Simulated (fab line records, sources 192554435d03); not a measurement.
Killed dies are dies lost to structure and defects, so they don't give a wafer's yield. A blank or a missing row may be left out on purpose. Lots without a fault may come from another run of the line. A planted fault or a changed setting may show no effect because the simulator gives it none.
Split-lot experiment | flow n5_finfet | 7 lots, 21 wafers read, on a route of 1938 steps

THE SPLIT
At N5_WELL_APT_COAT_02 (resist thk 950 nm), the setting spin_rpm was moved away from the recipe's 1357 rpm on 8 of the 21 wafers read, by -11.2% to +11.1%. The other wafers ran this setting at the recipe's value.

The reading is taken at the split's own step.

THE READING
coat_of_WELL_APT_COAT_02.thk_nm (the simulator's own value, which no gauge read), in nm, at N5_WELL_APT_COAT_02 (resist thk 950 nm). The file gives no usual value for it. The 13 wafers here that ran the recipe average 950.8 nm, standard deviation 2.2 nm.

wafer  | tool, chamber at the split | spin_rpm as run, rpm | against the recipe | coat_of_WELL_APT_COAT_02.thk_nm, nm | against lot-mates on the recipe
L074.1 | litho_track-05, 0          | 1357                 | recipe             | 949.9                               | -
L074.3 | litho_track-05, 0          | 1357                 | recipe             | 950.3                               | -
L074.4 | litho_track-05, 0          | 1357                 | recipe             | 950.8                               | -
L078.1 | litho_track-04, 0          | 1235                 | -9.0%              | 997.2                               | +48.0
L078.2 | litho_track-04, 0          | 1235                 | -9.0%              | 995.4                               | +46.2
L078.5 | litho_track-04, 0          | 1357                 | recipe             | 949.2                               | -
L079.1 | litho_track-02, 0          | 1493                 | +10.0%             | 907.4                               | -47.6
L079.3 | litho_track-02, 0          | 1493                 | +10.0%             | 909.6                               | -45.4
L079.4 | litho_track-02, 0          | 1357                 | recipe             | 955                                 | -
L084.1 | litho_track-02, 0          | 1357                 | recipe             | 952.3                               | -
L084.2 | litho_track-02, 0          | 1468                 | +8.2%              | 913.6                               | -39.4
L084.4 | litho_track-02, 0          | 1357                 | recipe             | 953.7                               | -
L085.3 | litho_track-02, 0          | 1357                 | recipe             | 951                                 | -
L085.4 | litho_track-02, 0          | 1507                 | +11.1%             | 899.5                               | -49.2
L085.5 | litho_track-02, 0          | 1357                 | recipe             | 946.5                               | -
L086.1 | litho_track-04, 0          | 1357                 | recipe             | 948.6                               | -
L086.3 | litho_track-04, 0          | 1357                 | recipe             | 948.6                               | -
L086.5 | litho_track-04, 0          | 1357                 | recipe             | 951.6                               | -
L089.3 | litho_track-02, 0          | 1205                 | -11.2%             | 1007                                | +54.4
L089.5 | litho_track-02, 0          | 1357                 | recipe             | 952.6                               | -
L089.6 | litho_track-02, 0          | 1205                 | -11.2%             | 1008                                | +55.4

THE FIT
A straight line over all 21 wafers: coat_of_WELL_APT_COAT_02.thk_nm changes by -4.74 nm for each +1% of spin_rpm; r = -1.00; the points scatter about the line by 2.7 nm.
The same after taking each lot's own level away (the mean of its wafers on the recipe; 21 wafers): -4.83 nm for each +1%; r = -1.00; scatter 1.8 nm.
On that fit, the largest move of spin_rpm shifts the reading by 54 nm.
The lots' own levels span 948.75 to 955.00 nm, that is 2.8 times the standard deviation above.
So the lot-to-lot level changes the slope little: the two slopes agree.
Check: with one of the wafers moved furthest among these (-11.2%) left out of the fit, the line predicts +55 nm for it against its lot-mates. It came out at +54.4 nm against them.

OTHER SPLITS ON THESE WAFERS
These wafers also went through other splits before the reading. Each is held against what the fit with the lots' levels taken away leaves over:
other split on the same wafers | wafers away from the commonest value | r with coat_of_WELL_APT_COAT_02.thk_nm (lot level and that fit taken away)
N5_ZERO_LAYER_ETCH_18 icp_w    | 4                                    | +0.31

THE FILE'S OWN FIT
coat_of_WELL_APT_COAT_02.thk_nm changes by -4.79 nm for each +1% of spin_rpm, r = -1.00.
